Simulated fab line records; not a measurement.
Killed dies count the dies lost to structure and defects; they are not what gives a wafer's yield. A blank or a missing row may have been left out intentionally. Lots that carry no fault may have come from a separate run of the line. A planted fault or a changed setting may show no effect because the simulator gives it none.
8D (eight disciplines) problem report, filled in by code :: flow n5Finfet :: the parts of the form that need people (team, actions taken, sign-off) are left out

## 1. PROBLEM STATEMENT
Wafers without a fault read 17.1 s, standard deviation 2.5; timeToEndpointS at N5_SDB_CMP_30 reads a mean of 32.6 s on 3 wafers belonging to 3 lots. Relative to the usual mean, that is a shift of +6.2 standard deviations.
The step: polishes, stops on poly-Si, t overpolish 1.54 s, target thk 30 nm.
First seen on wafer L157.5, day 5 15:44, on cmp-04. The record has a number at this step for 28 wafers belonging to 10 lots. The rule behind "out" and "out of limits": a value lying over 4 standard deviations away from the usual mean. The other wafers with a number count as sound.

## 2. WHAT IT IS, WHAT IT ISN'T
question: which readings at this step
is: timeToEndpointS
is not: motorCurrentA, overpolishRunS

question: which lots
is: L157, L159, L160
is not: L152, L153, L165, L167, L170, L171, L174

question: which wafers of those lots
is: L157.5, L159.5, L160.5
is not: L157.6, L159.1, L160.2, L160.6

question: read on which tools
is: cmp-04
is not: cmp-02, cmp-03

question: when
is: from day 5 15:44
is not: up to then (7 sound wafers); but 18 sound wafers of L159, L160, L165, L167, L170, L171, L174 came after

## 3. SUSPECTS, AND WHAT RULES EACH OUT
Counting: a tool at a process step up to the reading stays a suspect if it ran every lot that is out. Sound lots after the first of them don't rule it out here, since some wafers of a struck lot are sound.
- cmp-04 at N5_SDB_CMP_30 (polishes, stops on poly-Si, t overpolish 1.54 s, target thk 30 nm): kept. It ran every lot that is out, first L157 (day 5 15:44); its last sound lot up to then is L153 (day 4 13:45). Its own timeToEndpointS readings are out on those wafers.
The count leaves cmp-04 at N5_SDB_CMP_30.

## 4. THE CAUSE (what the simulator had put in)
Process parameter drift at N5_SDB_CMP_30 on cmp-04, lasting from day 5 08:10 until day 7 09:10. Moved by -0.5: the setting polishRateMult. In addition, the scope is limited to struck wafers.
This tool alone remained once counting was done.

## 5. THE CHAIN OF EFFECTS, in route order
Rows list readings where the struck wafers' mean (over those with a number) sits beyond 3 standard deviations from the usual. Only readings whose record carries a usual standard deviation are examined. hours: median over the lots of the time between each lot's start at the first step of this table that gives one and its start at this step. sigmas: the change, counted in usual standard deviations.
hours: 0
step: N5_SDB_CMP_30
reading: timeToEndpointS
usual: 17.1 s
on struck wafers: 32.6
change: +15.5
sigmas: +6.2
Its process steps:
- N5_SDB_CMP_30: polishes, stops on poly-Si, t overpolish 1.54 s, target thk 30 nm.
At these later measuring or inspecting steps, every struck wafer for which the step has a row has a number for every such reading, and none has moved that far: N5_BEOL_M4_RC_MEAS_101.

## 6. WHAT WOULD HAVE CAUGHT IT SOONER
8 hours passed between the start of the fault at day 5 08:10 and the first reading out of limits in this record, taken at day 5 15:44.
